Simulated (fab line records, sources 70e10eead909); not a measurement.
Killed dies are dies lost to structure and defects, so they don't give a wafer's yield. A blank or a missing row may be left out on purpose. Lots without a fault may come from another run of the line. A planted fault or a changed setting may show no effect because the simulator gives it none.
fab line records | flow nand_harc
record lots=13 wafers=37 last_day=33
route steps=1302 shown P_GATE@143 END@1302
lots that met no fault: from a run of the same line without faults
start_h: hours from the record's first day to the start of the lot's first wafer shown | wait_h: hours since the lot's step before | " the same as in the row above | L1.1+2: a row that stands for several wafers | - no value, or no start given | * or withheld: withheld | < > ~ a bound
route shown NAME@n: a module of which the file shows steps, and the number in the route of the first | usual: mean/standard deviation of fault-free wafers | same: alike in all rows | chamber/n: place in a boat | sites: the reading at each site | _std_site: their standard deviation | _edge_site: outer sites' mean less inner sites' | radius_mm: how far each site lies from the wafer's centre | mask NAME#n: copy n | behind: the tool/chamber that last shaped the wafer | hold: why the lot was held/for how many hours/how that ended | device: the transistor (n, p or np) that didn't switch | end of line: the same wafers' tests at the end of the route | a step without rows: its recipe alone | killed: dies lost to structure and defects at the first sort, not the wafer's yield | map: a wafer's dies, x killed, . not, _ none there
set.NAME: the setting as run; set.NAME@STEP: as run at that earlier step | model.NAME: the simulator's own value behind a step, which no gauge read
steps of the route over a sample of lots; a table a step, a row a wafer
services: from which hour (start_h, from the record's first day; less than 0 if before it) a tool's chamber was out of use, for how many hours, and why
## steps
# step NHARC_P_GATE_INSPECT_28
# usual raw_defect_count=7/3
# columns lot.wafer tool chamber start_h wait_h raw_defect_count
L450.1 defect_inspect-02 - 98.04 0.0 5
L450.2 " - " " 9
L450.5 " - " " 9
L452.2 defect_inspect-02 - 117.61 0.0 5
L452.3 " - " " 6
L452.4 " - " " 3
L453.1 defect_inspect-01 - 127.59 0.0 3
L453.2 " - " " 9
L453.3 " - " " 6
L456.1 defect_inspect-01 - 166.41 0.0 6
L456.2 " - " " 3
L456.4 " - " " 6
L458.2 defect_inspect-01 - 177.58 0.0 5
L458.4 " - " " 9
L458.5 " - " " 4
L460.1 defect_inspect-01 - 193.65 0.0 7
L460.4 " - " " 3
L460.6 " - " " 8
L461.1 defect_inspect-01 - 212.43 0.0 10
L461.5 " - " " 8
L463.2 defect_inspect-02 - 222.18 0.0 0
L463.5 " - " " 5
L463.6 " - " " 6
L464.5 defect_inspect-02 - 231.87 0.0 8
L464.6 " - " " 12
L465.2 defect_inspect-01 - 254.66 0.0 6
L465.4 " - " " 12
L465.5 " - " " 4
L471.3 defect_inspect-01 - 301.29 0.0 11
L471.4 " - " " 9
L471.5 " - " " 5
L472.1 defect_inspect-01 - 311.80 0.0 6
L472.4 " - " " 1
L472.6 " - " " 2
L473.3 defect_inspect-01 - 324.56 0.0 6
L473.4 " - " " 4
L473.6 " - " " 5
# step NHARC_P_GATE_ETCH_32
# recipe target_depth_a=1500 over_etch_frac=1 over_etch_ion_energy_ev=40 time_s=100.1 hbr_flow_sccm=150 cl2_flow_sccm=50 rf_w=400 icp_w=400 bias_w=100 chemistry=HBr/Cl2
# usual bias_w=100.0/0.32 drypump_motor_current_A=5.9/0.5 mfc_cl2_sccm=50.01/0.15 oes_product_au=1.001/0.011 rf_fwd_power_W=396.8/1.3 throttle_valve_pct=26.406/0.0092
# columns lot.wafer tool chamber start_h wait_h bias_w drypump_motor_current_A mfc_cl2_sccm oes_product_au rf_fwd_power_W rf_hours_counter_h throttle_valve_pct
L450.1 rie_si-02 2 98.59 - 100.0 5.3 50.04 0.998 395.9 1.0 26.424
L450.2 " 3 " " 100.1 6.5 49.80 0.994 397.3 1.0 26.410
L450.5 " 0 " " 99.6 6.1 50.25 0.979 396.2 - 26.410
L452.2 rie_si-02 1 118.13 - 99.8 6.6 49.99 0.996 396.5 0.0 26.406
L452.3 " 2 " " 100.1 5.3 50.08 0.969 397.1 0.0 26.422
L452.4 " 0 " " 100.2 6.1 49.92 0.987 396.6 0.0 26.389
L453.3 rie_si-06 2 128.16 - 100.6 6.1 49.88 1.008 394.1 0.2 26.401
L453.1 " 0 " " 100.3 5.4 50.02 1.014 397.0 0.3 26.388
L453.2 " 1 " " 99.5 5.5 50.07 0.995 396.0 0.3 26.413
L456.4 rie_si-02 0 166.93 - 100.2 6.1 50.17 0.994 397.3 0.4 26.413
L456.2 " 1 " " 100.1 6.6 49.92 0.998 398.4 0.4 26.413
L456.1 " 2 " " 99.6 5.3 50.25 0.983 395.2 0.4 26.405
L458.4 rie_si-06 2 178.12 - 99.7 6.1 49.92 1.012 399.0 0.5 26.400
L458.2 " 3 " " 100.2 5.5 50.21 1.003 397.0 0.5 26.407
L458.5 " 1 " " 99.7 5.6 49.80 1.004 396.9 - 26.402
L460.4 rie_si-06 0 194.20 - 100.3 5.4 50.08 1.017 396.3 0.7 26.396
L460.1 " 1 " " 99.6 5.6 50.10 0.998 395.8 0.7 26.405
L460.6 " 3 " " 100.1 5.4 49.92 1.001 397.4 - 26.402
L461.1 rie_si-06 3 213.12 - 100.1 5.5 49.96 0.986 397.1 0.7 26.409
L461.5 " 0 " " 100.0 5.4 60.23 1.000 397.7 - 27.002
L463.2 rie_si-06 3 222.70 - 99.9 5.5 49.76 0.987 396.7 0.8 26.401
L463.6 " 3 " " 99.7 5.5 50.13 0.985 399.3 - 26.389
L463.5 " 0 " " 99.7 5.5 60.08 1.007 396.9 - 26.991
L464.5 rie_si-06 0 232.45 - 99.5 5.5 59.67 1.019 395.1 - 27.003
L464.6 " 1 " " 100.1 5.6 49.94 1.010 397.4 - 26.402
L465.2 rie_si-02 3 255.28 - 99.9 6.6 50.05 1.012 395.5 0.8 26.399
L465.4 " 0 " " 100.1 6.1 49.95 1.001 394.2 0.9 26.411
L465.5 " 1 " " 100.5 6.6 50.17 1.016 397.9 - 26.394
L471.3 rie_si-02 2 301.82 - 99.9 5.3 49.81 0.999 396.8 0.1 26.401
L471.4 " 3 " " 100.7 6.5 49.77 1.004 396.6 0.1 26.411
L471.5 " 3 " " 100.7 6.5 49.97 1.014 395.7 - 26.402
L472.1 rie_si-04 1 312.34 - 99.7 6.0 49.99 0.988 395.5 0.9 26.405
L472.4 " 3 " " 100.0 5.2 49.89 0.976 398.4 0.8 26.390
L472.6 " 0 " " 100.3 5.0 49.82 1.000 397.7 - 26.404
L473.4 rie_si-02 2 325.11 - 99.9 5.3 50.35 0.996 397.8 0.3 26.414
L473.3 " 3 " " 100.3 6.5 50.02 1.005 399.8 0.3 26.400
L473.6 " 0 " " 100.2 6.1 49.87 1.004 395.1 - 26.417
# step NHARC_P_GATE_STRIP_108
# recipe o2_flow_sccm=500 ar_flow_sccm=0 bias_w=0 chemistry=O2
# usual drypump_motor_current_A=5.5/0.55 oes_product_au=0.999/0.0092 rf_vpp_V=57.9/0.89 showerhead_plenum_p_Torr=3.55/0.14 throttle_valve_pct=17.036/0.009
# same bias_w=0
# columns lot.wafer tool chamber start_h wait_h drypump_motor_current_A oes_product_au rf_hours_counter_h rf_vpp_V showerhead_plenum_p_Torr throttle_valve_pct
L450.2 rie_diel-01 0 98.72 - 4.8 1.000 2.8 56.9 3.39 17.031
L450.1 " 3 " " 4.8 1.005 2.8 56.4 3.60 17.039
L450.5 " 1 " " 5.1 1.004 - 59.0 3.77 17.028
L452.4 rie_diel-01 1 118.29 - 5.1 1.000 3.2 59.0 3.77 17.024
L452.2 " 2 " " 5.9 1.012 3.1 57.7 3.78 17.024
L452.3 " 3 " " 4.8 1.000 3.1 59.2 3.60 17.048
L453.3 rie_diel-07 0 128.32 - 5.7 0.973 0.2 56.1 3.36 17.030
L453.2 " 1 " " 5.8 1.005 0.2 57.8 3.55 17.027
L453.1 " 2 " " 6.4 1.006 0.1 57.9 3.36 17.047
L456.2 rie_diel-07 3 167.09 - 5.4 0.995 3.1 57.9 3.43 17.033
L456.4 " 0 " " 5.7 0.987 2.9 57.9 3.35 17.036
L456.1 " 2 " " 6.4 1.007 3.1 55.6 3.36 17.034
L458.2 rie_diel-02 0 178.27 - 5.6 0.997 9.3 57.5 3.65 17.020
L458.4 " 2 " " 6.4 0.986 - 57.6 3.54 17.046
L458.5 " 3 " " 5.0 0.990 - 58.2 3.53 17.043
L460.1 rie_diel-01 0 194.33 - 4.8 0.992 6.6 57.0 3.39 17.037
L460.4 " 2 " " 5.9 1.012 - 58.6 3.78 17.055
L460.6 " 3 " " 4.7 0.985 - 57.7 3.60 17.034
L461.1 rie_diel-01 0 213.28 - 4.8 1.004 0.0 59.6 3.39 17.057
L461.5 " 1 " " 5.2 0.989 - 59.9 3.77 17.025
L463.2 rie_diel-07 3 222.86 - 5.4 0.985 6.3 56.4 3.43 17.044
L463.5 " 3 " " 5.4 0.989 - 57.2 3.43 17.031
L463.6 " 0 " " 5.7 0.994 - 58.3 3.35 17.042
L464.6 rie_diel-02 0 232.63 - 5.7 1.001 - 58.4 3.65 17.038
L464.5 " 2 " " 6.4 1.002 - 58.0 3.54 17.032
L465.2 rie_diel-02 0 255.41 - 5.7 1.008 2.6 58.3 3.65 17.030
L465.5 " 0 " " 5.7 1.008 - 57.4 3.65 17.033
L465.4 " 3 " " 5.0 0.992 - 57.6 3.53 17.034
L471.4 rie_diel-01 0 301.99 - 4.8 0.995 4.5 56.6 3.39 17.032
L471.3 " 1 " " 5.1 0.990 5.5 56.2 3.77 17.046
L471.5 " 3 " " 4.8 0.990 - 57.1 3.60 17.034
L472.4 rie_diel-07 1 312.52 - 5.8 0.990 0.8 57.9 3.54 17.040
L472.1 " 2 " " 6.4 0.994 0.8 59.8 3.36 17.030
L472.6 " 0 " " 5.7 0.983 - 57.5 3.35 17.014
L473.4 rie_diel-02 0 325.24 - 5.7 0.993 7.3 57.4 3.64 17.043
L473.3 " 2 " " 6.4 1.011 7.2 57.2 3.54 17.030
L473.6 " 1 " " 6.0 1.003 - 58.9 3.66 17.045
# step NHARC_P_GATE_CD_MEAS_33
# usual cd_nm=121.1/2.7
# columns lot.wafer tool chamber start_h wait_h cd_nm
L450.1 cd_sem-03 - 98.89 - 121.7
L450.2 " - " " 122.6
L450.5 " - " " 122.7
L452.2 cd_sem-02 - 118.47 - 120.0
L452.3 " - " " 117.6
L452.4 " - " " 119.0
L453.1 cd_sem-02 - 128.50 - 119.6
L453.2 " - " " 125.2
L453.3 " - " " 123.6
L456.1 cd_sem-03 - 167.27 - 120.0
L456.2 " - " " 125.5
L456.4 " - " " 120.5
L458.2 cd_sem-02 - 178.48 0.2 119.6
L458.4 " - " " 123.2
L458.5 " - " " 123.9
L460.1 cd_sem-03 - 194.54 0.2 122.9
L460.4 " - " " 121.3
L460.6 " - " " 122.9
L461.1 cd_sem-02 - 213.49 0.2 120.3
L461.5 " - " " 122.3
L463.2 cd_sem-03 - 223.03 - 124.2
L463.5 " - " " 121.9
L463.6 " - " " 126.2
L464.5 cd_sem-03 - 232.77 0.1 118.7
L464.6 " - " " 121.7
L465.2 cd_sem-02 - 255.62 0.2 120.4
L465.4 " - " " 122.1
L465.5 " - " " 121.6
L471.3 cd_sem-03 - 302.16 - 114.7
L471.4 " - " " 116.1
L471.5 " - " " 114.7
L472.1 cd_sem-01 - 312.66 - 121.3
L472.4 " - " " 120.7
L472.6 " - " " 124.7
L473.3 cd_sem-01 - 325.42 - 119.7
L473.4 " - " " 115.4
L473.6 " - " " 120.6
# step NHARC_END_SORT_01
# recipe temp_c=25
# usual killed_at_array=57/20 killed_at_other=1.3/1.4 killed_at_periphery=3.4/2.4 killed_dies=61/19 killed_open=2.9/1.8 killed_short=2.5/1.6
# same gross_dies=677
# columns lot.wafer tool chamber start_h wait_h killed_at_array killed_at_other killed_at_periphery killed_dies killed_open killed_short
L450.1 prober-02 0 577.03 2.5 21 0 3 24 2 2
L450.2 prober-02 0 577.84 2.8 18 1 1 20 1 1
L450.5 prober-02 0 580.27 3.7 31 0 3 34 3 3
L452.2 prober-01 0 589.79 2.8 22 2 3 27 0 2
L452.3 prober-01 0 590.57 3.1 25 4 7 36 3 3
L452.4 prober-01 0 591.36 3.4 34 1 4 39 3 7
L453.1 prober-02 0 606.62 2.5 36 0 4 40 4 4
L453.2 prober-02 0 607.42 2.8 44 0 4 48 0 3
L453.3 prober-02 0 608.22 3.1 38 0 5 43 4 1
L456.1 prober-01 0 635.77 2.5 50 1 3 54 3 1
L456.2 prober-01 0 636.59 2.8 56 0 2 58 0 1
L456.4 prober-01 0 638.22 3.5 64 0 3 67 2 1
L458.2 prober-02 0 652.95 2.8 94 1 2 97 3 3
L458.4 prober-02 0 654.56 3.4 99 2 6 107 1 4
L458.5 prober-02 0 655.37 3.7 86 3 3 92 7 5
L460.1 prober-01 0 679.90 2.5 51 0 0 51 0 2
L460.4 prober-01 0 682.29 3.4 57 0 2 59 2 2
L460.6 prober-01 0 683.87 4.0 48 0 0 48 1 3
L463.2 prober-02 0 680.75 2.8 98 0 2 100 6 5
L463.5 prober-02 0 683.18 3.7 94 2 0 96 3 5
L463.6 prober-02 0 683.99 4.0 98 0 1 99 1 3
L461.1 prober-02 0 690.71 2.5 27 2 6 35 9 3
L461.5 prober-02 0 693.91 3.7 26 4 6 36 4 5
L464.6 prober-01 0 709.20 4.1 68 0 2 70 2 4
L465.2 prober-02 0 712.65 2.8 55 1 3 59 4 1
L465.4 prober-02 0 714.26 3.4 63 0 1 64 0 2
L465.5 prober-02 0 715.06 3.7 52 0 2 54 3 4
L471.3 prober-01 0 779.86 3.1 93 2 3 98 3 1
L471.4 prober-01 0 780.66 3.4 90 4 5 99 4 0
L471.5 prober-01 0 781.45 3.7 86 2 2 90 2 0
L472.1 prober-02 0 784.41 2.6 60 2 2 64 4 2
L472.4 prober-02 0 786.81 3.4 75 1 1 77 1 1
L472.6 prober-02 0 788.40 4.0 84 1 1 86 2 2
L473.3 prober-01 0 787.64 3.1 43 4 2 49 2 0
L473.4 prober-01 0 788.43 3.4 33 2 2 37 2 1
L473.6 prober-01 0 790.01 4.0 46 3 3 52 5 4
# killed by level:class
L450.1 A_CHANNEL_HOLE_D2:chamber_film_flake=12 A_DECK1_JOINT:chamber_film_flake=2 A_CHANNEL_FILL_D2:chamber_film_flake=2 P_M0:geometric_particle:short=1 A_ONON_D1:geometric_particle:short=1 A_CHANNEL_FILL_D2:geometric_particle:open=1 A_M0:geometric_particle:open=1 P_ZERO_WELL:chamber_film_flake=1
L450.2 A_CHANNEL_HOLE_D2:chamber_film_flake=10 A_STAIRCASE:chamber_film_flake=2 A_CHANNEL_FILL_D2:chamber_film_flake=2 A_DECK1_JOINT:geometric_particle:open=1 P_STI:chamber_film_flake=1 STARTING-WAFER:geometric_particle:short=1 A_WL_FILL:chamber_film_flake=1 A_CONTACT:chamber_film_flake=1
L450.5 A_CHANNEL_HOLE_D2:chamber_film_flake=13 A_CONTACT:chamber_film_flake=4 A_WL_FILL:chamber_film_flake=3 A_ONON_D1:geometric_particle:short=2 P_STI:chamber_film_flake=2 A_CHANNEL_FILL_D2:chamber_film_flake=2 P_GATE:geometric_particle:open=1 A_ONON_D1:geometric_particle:open=1
L452.2 A_CHANNEL_HOLE_D1:chamber_film_flake=5 A_CHANNEL_HOLE_D2:chamber_film_flake=5 A_STAIRCASE:chamber_film_flake=4 A_M0:geometric_particle:short=2 P_M1:chamber_film_flake=2 A_SLIT:chamber_film_flake=2 A_CONTACT:chamber_film_flake=2 THIN_TSV:chamber_film_flake=2
L452.3 A_CHANNEL_HOLE_D2:chamber_film_flake=8 A_CHANNEL_HOLE_D1:chamber_film_flake=6 P_STI:chamber_film_flake=3 P_M1:chamber_film_flake=3 THIN_TSV:chamber_film_flake=3 A_M1:chamber_film_flake=2 A_CHANNEL_FILL_D1:geometric_particle:short=1 A_DECK1_JOINT:geometric_particle:open=1
L452.4 A_CHANNEL_HOLE_D1:chamber_film_flake=8 A_CHANNEL_HOLE_D2:chamber_film_flake=5 A_M0:geometric_particle:short=4 A_SLIT:chamber_film_flake=3 A_CONTACT:chamber_film_flake=3 P_STI:chamber_film_flake=2 P_GATE:chamber_film_flake=2 A_DECK1_JOINT:chamber_film_flake=2
L453.1 A_CHANNEL_HOLE_D2:chamber_film_flake=25 A_CONTACT:chamber_film_flake=4 P_GATE:geometric_particle:short=1 P_CONTACT:geometric_particle:open=1 P_M0:geometric_particle:open=1 A_SOURCE_PLATE:geometric_particle:open=1 A_ONON_D1:geometric_particle:open=1 A_CHANNEL_FILL_D1:geometric_particle:short=1
L453.2 A_CHANNEL_HOLE_D2:chamber_film_flake=28 A_CHANNEL_HOLE_D1:chamber_film_flake=6 A_STAIRCASE:chamber_film_flake=3 A_CONTACT:chamber_film_flake=3 P_STI:chamber_film_flake=2 A_BLC:chamber_film_flake=2 P_CONTACT:geometric_particle:short=1 A_ONON_D2:geometric_particle:short=1
L453.3 A_CHANNEL_HOLE_D2:chamber_film_flake=23 A_STAIRCASE:chamber_film_flake=4 A_CONTACT:chamber_film_flake=3 A_CHANNEL_HOLE_D1:chamber_film_flake=2 A_BLC:chamber_film_flake=2 P_STI:geometric_particle:open=1 P_CONTACT:geometric_particle:short=1 P_M0:geometric_particle:open=1
L456.1 A_SLIT:chamber_film_flake=22 A_CHANNEL_HOLE_D2:chamber_film_flake=10 A_STAIRCASE:chamber_film_flake=7 A_CHANNEL_HOLE_D1:chamber_film_flake=6 P_ZERO_WELL:chamber_film_flake=2 A_ONON_D1:geometric_particle:open=1 A_STAIRCASE:geometric_particle:open=1 A_STAIRCASE:geometric_particle:short=1
L456.2 A_SLIT:chamber_film_flake=23 A_CHANNEL_HOLE_D2:chamber_film_flake=10 A_STAIRCASE:chamber_film_flake=7 A_CONTACT:chamber_film_flake=7 A_M0:chamber_film_flake=3 A_CHANNEL_HOLE_D1:chamber_film_flake=3 A_SGD_CUT:geometric_particle:short=1 P_STI:chamber_film_flake=1
L456.4 A_SLIT:chamber_film_flake=31 A_CHANNEL_HOLE_D2:chamber_film_flake=16 A_STAIRCASE:chamber_film_flake=6 A_M0:chamber_film_flake=4 P_ZERO_WELL:chamber_film_flake=3 A_WL_FILL:geometric_particle:open=2 A_CONTACT:chamber_film_flake=2 A_ONON_D2:geometric_particle:short=1
L458.2 A_CHANNEL_HOLE_D1:chamber_film_flake=30 A_CHANNEL_HOLE_D2:chamber_film_flake=27 A_SLIT:chamber_film_flake=27 A_CONTACT:chamber_film_flake=4 P_M0:geometric_particle:open=1 A_ONON_D1:geometric_particle:open=1 A_CHANNEL_FILL_D1:geometric_particle:short=1 A_DECK1_JOINT:geometric_particle:short=1
L458.4 A_CHANNEL_HOLE_D1:chamber_film_flake=33 A_CHANNEL_HOLE_D2:chamber_film_flake=30 A_SLIT:chamber_film_flake=26 P_M1:chamber_film_flake=4 A_CONTACT:chamber_film_flake=4 A_STAIRCASE:chamber_film_flake=2 THIN_TSV:chamber_film_flake=2 P_GATE:geometric_particle:short=1
L458.5 A_CHANNEL_HOLE_D2:chamber_film_flake=27 A_SLIT:chamber_film_flake=25 A_CHANNEL_HOLE_D1:chamber_film_flake=14 A_CONTACT:chamber_film_flake=7 A_STAIRCASE:chamber_film_flake=3 A_CHANNEL_FILL_D1:geometric_particle:open=2 A_CHANNEL_FILL_D1:geometric_particle:short=2 THIN_TSV:chamber_film_flake=2
L460.1 A_CHANNEL_HOLE_D1:chamber_film_flake=22 A_CHANNEL_HOLE_D2:chamber_film_flake=17 A_STAIRCASE:chamber_film_flake=3 A_CONTACT:chamber_film_flake=3 A_SLIT:chamber_film_flake=2 A_M1:chamber_film_flake=2 A_DECK1_JOINT:geometric_particle:short=1 A_CHANNEL_FILL_D2:geometric_particle:short=1
L463.2 A_CHANNEL_HOLE_D1:chamber_film_flake=36 A_SLIT:chamber_film_flake=36 A_CHANNEL_HOLE_D2:chamber_film_flake=8 A_WL_FILL:geometric_particle:short=3 A_WL_FILL:chamber_film_flake=3 A_SGD_CUT:chamber_film_flake=2 A_STAIRCASE:chamber_film_flake=2 P_CONTACT:geometric_particle:open=1
L460.4 A_CHANNEL_HOLE_D1:chamber_film_flake=32 A_CHANNEL_HOLE_D2:chamber_film_flake=13 A_CONTACT:chamber_film_flake=4 A_M1:chamber_film_flake=3 P_CONTACT:geometric_particle:short=1 A_CHANNEL_FILL_D1:geometric_particle:open=1 A_WL_FILL:geometric_particle:short=1 A_M0:geometric_particle:open=1
L463.5 A_CHANNEL_HOLE_D1:chamber_film_flake=32 A_SLIT:chamber_film_flake=30 A_CHANNEL_HOLE_D2:chamber_film_flake=15 A_CONTACT:chamber_film_flake=5 A_SGD_CUT:chamber_film_flake=3 A_CHANNEL_FILL_D2:geometric_particle:short=2 A_CHANNEL_FILL_D1:geometric_particle:short=1 A_DECK1_JOINT:geometric_particle:open=1
L460.6 A_CHANNEL_HOLE_D1:chamber_film_flake=21 A_CHANNEL_HOLE_D2:chamber_film_flake=11 A_CONTACT:chamber_film_flake=5 A_SLIT:chamber_film_flake=3 A_ZERO_WELL:chamber_film_flake=2 A_ONON_D2:geometric_particle:open=1 A_CHANNEL_HOLE_D2:geometric_particle:short=1 A_SGD_CUT:geometric_particle:short=1
L463.6 A_SLIT:chamber_film_flake=31 A_CHANNEL_HOLE_D1:chamber_film_flake=31 A_CHANNEL_HOLE_D2:chamber_film_flake=19 A_CONTACT:chamber_film_flake=5 A_SGD_CUT:chamber_film_flake=3 A_STAIRCASE:chamber_film_flake=2 A_M1:chamber_film_flake=2 A_ONON_D1:geometric_particle:short=1
L461.1 A_CONTACT:chamber_film_flake=8 A_M0:geometric_particle:open=4 A_CHANNEL_HOLE_D1:chamber_film_flake=4 P_GATE:chamber_film_flake=3 A_M1:geometric_particle:open=2 P_M2:chamber_film_flake=2 THIN_TSV:chamber_film_flake=2 P_CONTACT:geometric_particle:open=1
L461.5 A_CHANNEL_HOLE_D1:chamber_film_flake=7 THIN_TSV:chamber_film_flake=4 P_M2:chamber_film_flake=3 A_CONTACT:chamber_film_flake=3 A_ONON_D1:geometric_particle:open=2 A_M0:geometric_particle:short=2 P_GATE:chamber_film_flake=2 A_CHANNEL_HOLE_D2:chamber_film_flake=2
L464.6 A_CHANNEL_HOLE_D1:chamber_film_flake=31 A_CHANNEL_HOLE_D2:chamber_film_flake=27 A_DECK1_JOINT:chamber_film_flake=2 P_M1:geometric_particle:open=1 A_ONON_D1:geometric_particle:short=1 A_CHANNEL_FILL_D1:geometric_particle:open=1 A_CHANNEL_FILL_D1:geometric_particle:short=1 A_DECK1_JOINT:geometric_particle:short=1
L465.2 A_SLIT:chamber_film_flake=35 A_CHANNEL_HOLE_D1:chamber_film_flake=8 A_CONTACT:chamber_film_flake=4 A_WL_FILL:chamber_film_flake=3 P_CONTACT:geometric_particle:open=1 A_DECK1_JOINT:geometric_particle:open=1 A_DECK1_JOINT:geometric_particle:short=1 A_WL_FILL:geometric_particle:open=1
L465.4 A_SLIT:chamber_film_flake=33 A_CONTACT:chamber_film_flake=11 A_SGD_CUT:chamber_film_flake=7 A_STAIRCASE:chamber_film_flake=4 A_DECK1_JOINT:chamber_film_flake=2 A_CHANNEL_HOLE_D1:chamber_film_flake=2 A_SOURCE_PLATE:geometric_particle:short=1 A_WL_FILL:geometric_particle:short=1
L465.5 A_SLIT:chamber_film_flake=25 A_CHANNEL_HOLE_D1:chamber_film_flake=5 A_STAIRCASE:chamber_film_flake=4 A_CONTACT:chamber_film_flake=4 A_SGD_CUT:chamber_film_flake=3 A_CHANNEL_FILL_D2:geometric_particle:short=2 P_BONDPAD:chamber_film_flake=2 A_DECK1_JOINT:chamber_film_flake=2
L471.3 A_SLIT:chamber_film_flake=40 A_CHANNEL_HOLE_D2:chamber_film_flake=22 A_CHANNEL_HOLE_D1:chamber_film_flake=11 A_CONTACT:chamber_film_flake=8 A_CHANNEL_FILL_D2:chamber_film_flake=5 A_WL_FILL:chamber_film_flake=2 P_GATE:geometric_particle:open=1 A_STAIRCASE:geometric_particle:open=1
L471.4 A_SLIT:chamber_film_flake=36 A_CHANNEL_HOLE_D2:chamber_film_flake=29 A_CHANNEL_HOLE_D1:chamber_film_flake=10 A_CONTACT:chamber_film_flake=10 P_GATE:chamber_film_flake=3 THIN_TSV:chamber_film_flake=3 P_GATE:geometric_particle:open=1 P_M0:geometric_particle:open=1
L471.5 A_SLIT:chamber_film_flake=38 A_CHANNEL_HOLE_D2:chamber_film_flake=25 A_CHANNEL_HOLE_D1:chamber_film_flake=11 A_CONTACT:chamber_film_flake=8 A_DECK1_JOINT:chamber_film_flake=2 THIN_TSV:chamber_film_flake=2 P_M0:geometric_particle:open=1 A_SLIT:geometric_particle:open=1
L472.1 A_SLIT:chamber_film_flake=23 A_CHANNEL_HOLE_D2:chamber_film_flake=20 A_CONTACT:chamber_film_flake=3 A_STAIRCASE:chamber_film_flake=2 THIN_TSV:chamber_film_flake=2 A_BLC:chamber_film_flake=2 A_CHANNEL_FILL_D1:geometric_particle:short=1 P_BONDPAD:geometric_particle:open=1
L472.4 A_CHANNEL_HOLE_D2:chamber_film_flake=33 A_SLIT:chamber_film_flake=27 A_STAIRCASE:chamber_film_flake=5 A_CHANNEL_FILL_D1:chamber_film_flake=3 A_CHANNEL_HOLE_D1:unspecified=2 A_CHANNEL_HOLE_D1:chamber_film_flake=2 P_STI:geometric_particle:short=1 A_CONTACT:geometric_particle:open=1
L473.3 A_CHANNEL_HOLE_D1:chamber_film_flake=17 A_STAIRCASE:chamber_film_flake=9 A_SLIT:chamber_film_flake=5 A_M0:chamber_film_flake=5 A_CONTACT:chamber_film_flake=4 THIN_TSV:chamber_film_flake=4 P_M2:geometric_particle:open=1 A_ONON_D1:geometric_particle:open=1
L472.6 A_SLIT:chamber_film_flake=33 A_CHANNEL_HOLE_D2:chamber_film_flake=32 A_CONTACT:chamber_film_flake=4 A_BLC:chamber_film_flake=4 A_CHANNEL_HOLE_D1:unspecified=2 A_DECK1_JOINT:chamber_film_flake=2 A_CHANNEL_FILL_D2:chamber_film_flake=2 A_SOURCE_PLATE:geometric_particle:open=1
L473.4 A_CHANNEL_HOLE_D1:chamber_film_flake=13 A_SLIT:chamber_film_flake=8 A_STAIRCASE:chamber_film_flake=6 A_CONTACT:chamber_film_flake=3 THIN_TSV:chamber_film_flake=2 P_M0:geometric_particle:open=1 A_DECK1_JOINT:geometric_particle:short=1 A_M1:geometric_particle:open=1
L473.6 A_CHANNEL_HOLE_D1:chamber_film_flake=18 A_CONTACT:chamber_film_flake=8 A_SLIT:chamber_film_flake=6 A_STAIRCASE:chamber_film_flake=4 THIN_TSV:chamber_film_flake=3 A_WL_FILL:geometric_particle:short=2 A_CHANNEL_HOLE_D2:chamber_film_flake=2 P_CONTACT:geometric_particle:open=1
## services
# columns tool chamber start_h hours kind
rie_diel-07 3 77.57 6.1 repair
rie_diel-02 2 83.26 9.2 repair
rie_si-02 3 83.42 2.8 repair
rie_si-02 - 100.00 9.0 pm
rie_diel-07 - 117.20 9.0 pm
rie_diel-02 - 120.46 0.6 repair
rie_diel-01 1 127.74 4.2 repair
rie_diel-02 0 129.75 7.2 repair
rie_diel-07 2 130.67 2.6 repair
rie_diel-02 1 133.44 132.0 repair
rie_diel-01 0 139.15 2.1 repair
rie_si-06 3 143.37 17.2 repair
rie_si-02 1 145.01 1.4 repair
rie_diel-02 2 184.02 8.7 repair
rie_diel-01 1 189.41 6.4 repair
rie_diel-02 2 192.92 4.6 repair
rie_diel-01 - 203.80 9.0 pm
rie_diel-02 - 216.70 9.0 pm
rie_si-06 2 223.63 4.8 repair
rie_diel-07 - 229.52 36.1 repair
rie_si-06 - 249.00 9.0 pm
rie_diel-02 0 260.44 6.3 repair
rie_si-02 - 277.00 9.0 pm
rie_diel-07 - 294.33 9.0 pm
## key
first_sign step=NHARC_P_GATE_ETCH_32 reading=mfc_cl2_sccm direction=up sigmas=65 usual=50.01 struck=60.00
effect step=NHARC_P_GATE_ETCH_32 reading=throttle_valve_pct direction=up sigmas=64 usual=26.406 struck=26.998
met_at NHARC_P_GATE_ETCH_32
struck_lots L461,L463,L464
struck_wafers L461.5,L463.5,L464.5
rows_end L464.5
tester_left_out L461,L463
not_acting_at NHARC_P_GATE_INSPECT_28,NHARC_P_GATE_STRIP_108,NHARC_P_GATE_CD_MEAS_33
onset_between 194.20 213.12
fault kind=process_parameter_drift tool=rie_si-06 chamber=0 onset_h=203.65 steps=NHARC_P_GATE_ETCH_32 channel=cl2_flow_sccm offset=* shape=step acts_in=* stated=*
# tester_left_out: of these lots the tester's yield and bins aren't shown, on N5 and GAA mostly nor the transistor test; their killed dies are dies lost to structure and defects alone, not to doping, threshold or leakage, so they don't give the yield
# rows_end: these wafers met a further fault down the route, and their rows from its step on are left out
